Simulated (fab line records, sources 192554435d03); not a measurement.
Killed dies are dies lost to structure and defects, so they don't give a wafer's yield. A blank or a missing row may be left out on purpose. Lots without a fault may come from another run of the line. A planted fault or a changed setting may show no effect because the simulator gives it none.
Which tool did it? | flow n5_finfet | 9 lots, 27 wafers sampled, at 5 steps of a route of 1938

WHAT THE GAUGES READ, wafer by wafer
N5_MOL_CONTACT_COAG_OVL_MEAS_85. Usual: VG_OVL 0.2 nm, standard deviation 0.89.
lot  | measured     | on         | VG_OVL (nm)    | flag
L704 | day 5 16:44  | overlay-02 | 0.9 1.4 0.8    |
L710 | day 7 05:05  | overlay-02 | 0.9 0.2 1.5    |
L711 | day 7 11:17  | overlay-02 | -0.8 -0.7 -0.2 |
L715 | day 8 05:23  | overlay-01 | -1.1 -2.0 -0.2 |
L721 | day 9 23:10  | overlay-02 | 1.1 0.2 1.2    |
L722 | day 10 07:26 | overlay-02 | 1.1 1.4 -1.3   |
L723 | day 10 09:41 | overlay-01 | 2.0 0.4 -1.0   |
L724 | day 10 15:09 | overlay-02 | 0.5 1.8 -0.5   |
L725 | day 10 22:19 | overlay-02 | -0.2 -0.3 -0.1 |

N5_BEOL_M4_RC_MEAS_101. Usual: DIBL_N 36.3 mV/V, standard deviation 1.2; DIBL_P 36.3 mV/V, standard deviation 1.4; IOFF_N 0.157 nA/um, standard deviation 0.02; IOFF_P 0.22 nA/um, standard deviation 0.033; ION_N 675 uA/um, standard deviation 9.6; ION_P 465 uA/um, standard deviation 8.2; SS_N 71.4 mV/dec, standard deviation 0.45; SS_P 73.3 mV/dec, standard deviation 0.54; VT_N 249.8 mV, standard deviation 2.5; VT_P -249 mV, standard deviation 3.2.
lot  | measured     | on        | DIBL_N (mV/V)  | DIBL_P (mV/V)  | IOFF_N (nA/um)    | IOFF_P (nA/um) | ION_N (uA/um) | ION_P (uA/um) | SS_N (mV/dec)  | SS_P (mV/dec)  | VT_N (mV)         | VT_P (mV)      | flag
L704 | day 8 19:53  | prober-01 | 34.6 35.1 35.3 | 34.8 34.9 35.1 | 0.128 0.132 0.137 | 0.16 0.17 0.17 | 665 662 668   | 455 453 455   | 71.2 71.7 71.2 | 72.0 72.3 71.9 | 251.3 251.7 253.9 | -256 -253 -254 |
L710 | day 11 08:04 | prober-01 | 37.8 37.8 37.6 | 36.3 36.7 35.7 | 0.164 0.176 0.170 | 0.23 0.25 0.23 | 671 688 684   | 462 474 472   | 72.0 71.1 71.6 | 73.7 73.4 73.5 | 251.0 247.2 248.2 | -246 -245 -247 |
L711 | day 10 16:16 | prober-01 | 34.2 34.5 35.3 | 35.7 36.1 37.5 | 0.151 0.159 0.177 | 0.23 0.23 0.26 | 686 670 692   | 468 470 475   | 71.2 71.8 71.6 | 72.6 72.4 72.8 | 248.1 245.6 247.1 | -247 -248 -246 |
L715 | day 11 12:14 | prober-01 | 34.5 34.2 33.8 | 34.8 34.3 34.0 | 0.155 0.146 0.141 | 0.19 0.18 0.17 | 679 681 670   | 468 459 459   | 71.6 70.7 71.5 | 73.8 72.8 72.9 | 249.4 247.7 248.8 | -252 -255 -256 |
L721 | day 13 12:34 | prober-02 | 35.0 35.4 34.6 | 35.5 36.4 35.6 | 0.126 0.127 0.115 | 0.18 0.19 0.18 | 653 661 658   | 459 460 459   | 70.5 71.3 70.8 | 72.8 73.2 73.1 | 254.0 254.7 254.7 | -251 -251 -252 |
L722 | day 13 20:59 | prober-02 | 38.3 37.7 38.1 | 38.4 38.6 38.6 | 0.206 0.195 0.199 | 0.26 0.26 0.26 | 675 675 692   | 463 467 474   | 72.1 72.2 71.5 | 74.6 73.5 73.9 | 247.8 247.5 244.4 | -247 -249 -245 |
L723 | day 14 03:20 | prober-02 | 37.2 37.1 35.9 | 37.3 36.7 34.6 | 0.186 0.174 0.154 | 0.26 0.25 0.22 | 691 683 689   | 481 473 474   | 71.4 71.6 70.7 | 74.0 74.1 73.9 | 247.1 249.6 253.2 | -246 -247 -250 |
L724 | day 13 19:12 | prober-01 | 35.7 37.4 36.5 | 36.1 37.9 36.6 | 0.147 0.182 0.170 | 0.25 0.28 0.26 | 673 675 667   | 469 473 464   | 71.2 71.5 71.8 | 73.3 74.0 73.9 | 249.2 246.1 247.4 | -246 -245 -246 |
L725 | day 14 19:49 | prober-02 | 38.2 34.8 39.5 | 39.2 34.9 40.7 | 0.187 0.119 0.208 | 0.29 0.20 0.34 | 688 665 685   | 471 470 478   | 71.6 70.4 71.7 | 74.1 72.6 74.1 | 249.0 251.8 247.2 | -242 -248 -243 |

WHICH TOOL RAN EACH LOT (tool, then ch and the chambers of the sampled wafers, then the start)
lot  | N5_MOL_CONTACT_COAG_ETCH_90        | N5_MOL_CONTACT_COAG_COAT_62       | N5_MOL_CONTACT_COAG_DESCUM_45
L704 | rie_diel-01 ch 0,1,2, day 5 16:56  | litho_track-02 ch 0, day 5 17:44  | rie_diel-03 ch 0,1,2, day 5 18:08
L710 | rie_diel-01 ch 0,2, day 7 05:50    | litho_track-03 ch 0, day 7 06:38  | rie_diel-06 ch 1,3, day 7 07:17
L711 | rie_diel-03 ch 2,3, day 7 11:26    | litho_track-02 ch 0, day 7 12:13  | rie_diel-06 ch 2,3, day 7 12:37
L715 | rie_diel-03 ch 1,2,3, day 8 05:31  | litho_track-02 ch 0, day 8 06:29  | rie_diel-01 ch 1,2,3, day 8 06:53
L721 | rie_diel-06 ch 0,1,2, day 9 23:19  | litho_track-05 ch 0, day 10 00:08 | rie_diel-03 ch 1,2,3, day 10 00:35
L722 | rie_diel-06 ch 0,1, day 10 07:35   | litho_track-03 ch 0, day 10 08:23 | rie_diel-03 ch 2,3, day 10 09:03
L723 | rie_diel-06 ch 0,3, day 10 09:49   | litho_track-03 ch 0, day 10 10:38 | rie_diel-01 ch 0,3, day 10 11:10
L724 | rie_diel-03 ch 0,1,2, day 10 15:18 | litho_track-02 ch 0, day 10 16:05 | rie_diel-01 ch 0,1,3, day 10 16:29
L725 | rie_diel-03 ch 1,3, day 10 22:35   | litho_track-03 ch 0, day 10 23:25 | rie_diel-03 ch 0,1,2, day 10 23:50
- N5_MOL_CONTACT_COAG_ETCH_90: etches SiARC in CF4, target depth 13 nm, time 21.7 s.
- N5_MOL_CONTACT_COAG_COAT_62: time 60 s, resist thk 60 nm.
- N5_MOL_CONTACT_COAG_DESCUM_45: chemistry O2, time 7 s.

WHAT THE TOOLS THEMSELVES READ (means of the sampled wafers that have a number; where no wafer has one, the mark that the record gives instead)
N5_MOL_CONTACT_COAG_ETCH_90. Usual: drypump_motor_current_A 5.8 A, standard deviation 0.44; etch_rf_on_time_s 21.7 s, standard deviation 0.36; oes_product_au 0.68 a.u., standard deviation 0.062; rf_vpp_V 184.2 V, standard deviation 1.3; showerhead_plenum_p_Torr 2.16 Torr, standard deviation 0.069; throttle_valve_pct 15.70 %, standard deviation 0.25.
lot  | tool        | drypump_motor_current_A (A) | etch_rf_on_time_s (s) | oes_product_au (a.u.) | rf_vpp_V (V) | showerhead_plenum_p_Torr (Torr) | throttle_valve_pct (%) | flag
L704 | rie_diel-01 | 5.6                         | 21.8                  | 0.72                  | 184.2        | 2.17                            | 15.59                  |
L710 | rie_diel-01 | 5.6                         | 21.6                  | 0.72                  | 184.1        | 2.15                            | 15.80                  |
L711 | rie_diel-03 | 5.4                         | 21.8                  | 0.66                  | 184.4        | 2.17                            | 15.75                  |
L715 | rie_diel-03 | 5.5                         | 22.2                  | 0.68                  | 184.9        | 2.18                            | 15.62                  |
L721 | rie_diel-06 | 6.1                         | 21.5                  | 0.66                  | 183.6        | 2.12                            | 15.88                  |
L722 | rie_diel-06 | 5.8                         | 21.5                  | 0.66                  | 183.3        | 2.12                            | 15.76                  |
L723 | rie_diel-06 | 5.6                         | 21.6                  | 0.66                  | 183.9        | 2.15                            | 15.63                  |
L724 | rie_diel-03 | 5.8                         | 21.9                  | 0.66                  | 185.9        | 2.23                            | 15.70                  |
L725 | rie_diel-03 | 5.3                         | 22.1                  | 0.64                  | 183.6        | 2.11                            | 15.69                  |

N5_MOL_CONTACT_COAG_COAT_62. Usual: plate_temp_C 250.00 C, standard deviation 0.17; spin_speed_rpm 1500.0 rpm, standard deviation 0.99.
lot  | tool           | plate_temp_C (C) | spin_speed_rpm (rpm) | flag
L704 | litho_track-02 | 250.17           | 1500.0               |
L710 | litho_track-03 | 250.19           | 1501.1               |
L711 | litho_track-02 | 249.99           | 1397.5               | OFF
L715 | litho_track-02 | 249.82           | 1397.0               | OFF
L721 | litho_track-05 | 250.21           | 1500.1               |
L722 | litho_track-03 | 250.00           | 1499.1               |
L723 | litho_track-03 | 250.09           | 1501.0               |
L724 | litho_track-02 | 250.13           | 1500.3               |
L725 | litho_track-03 | 250.07           | 1499.6               |

N5_MOL_CONTACT_COAG_DESCUM_45. Usual: drypump_motor_current_A 5.8 A, standard deviation 0.4; oes_product_au 0.81 a.u., standard deviation 0.077; rf_vpp_V 243.3 V, standard deviation 1.3; showerhead_plenum_p_Torr 2.11 Torr, standard deviation 0.071; throttle_valve_pct 20.46 %, standard deviation 0.29.
lot  | tool        | drypump_motor_current_A (A) | oes_product_au (a.u.) | rf_vpp_V (V) | showerhead_plenum_p_Torr (Torr) | throttle_valve_pct (%) | flag
L704 | rie_diel-03 | 5.8                         | 0.83                  | 245.6        | 2.20                            | 20.47                  |
L710 | rie_diel-06 | 5.5                         | 0.84                  | 243.5        | 2.09                            | 20.38                  |
L711 | rie_diel-06 | 6.3                         | 0.78                  | 243.9        | 2.09                            | 20.64                  |
L715 | rie_diel-01 | 5.8                         | 0.83                  | 242.6        | 2.11                            | 20.22                  |
L721 | rie_diel-03 | 5.5                         | 0.78                  | 243.0        | 2.13                            | 20.46                  |
L722 | rie_diel-03 | 5.4                         | 0.76                  | 243.2        | 2.13                            | 20.61                  |
L723 | rie_diel-01 | 5.9                         | 0.88                  | 243.0        | 2.04                            | 20.18                  |
L724 | rie_diel-01 | 5.7                         | 0.84                  | 242.5        | 2.06                            | 20.25                  |
L725 | rie_diel-03 | 5.8                         | 0.78                  | 244.8        | 2.19                            | 20.52                  |

THE ANSWER, worked out from the rows above alone
Rule: a lot is off if the mean of its wafers that have a number lies more than 3 standard deviations from the usual mean. A lot without any number at a reading at which 4 lots or more have one is off too. The other lots that the step has rows for count as sound. The gauges are gone through in route order, then the tools' own readings, and for those a lot's mean is taken as printed above. The first step at which some lot is off is used, and at that step the reading that is off furthest; a lot without a number counts as furthest.
Off: L711, L715, at N5_MOL_CONTACT_COAG_COAT_62 (spin_speed_rpm).
A tool fits if, at that step or a process step before it, it ran every lot that is off, and no sound lot after the first of them. None of those tried fits.

WHAT THE SIMULATOR HAD PUT IN
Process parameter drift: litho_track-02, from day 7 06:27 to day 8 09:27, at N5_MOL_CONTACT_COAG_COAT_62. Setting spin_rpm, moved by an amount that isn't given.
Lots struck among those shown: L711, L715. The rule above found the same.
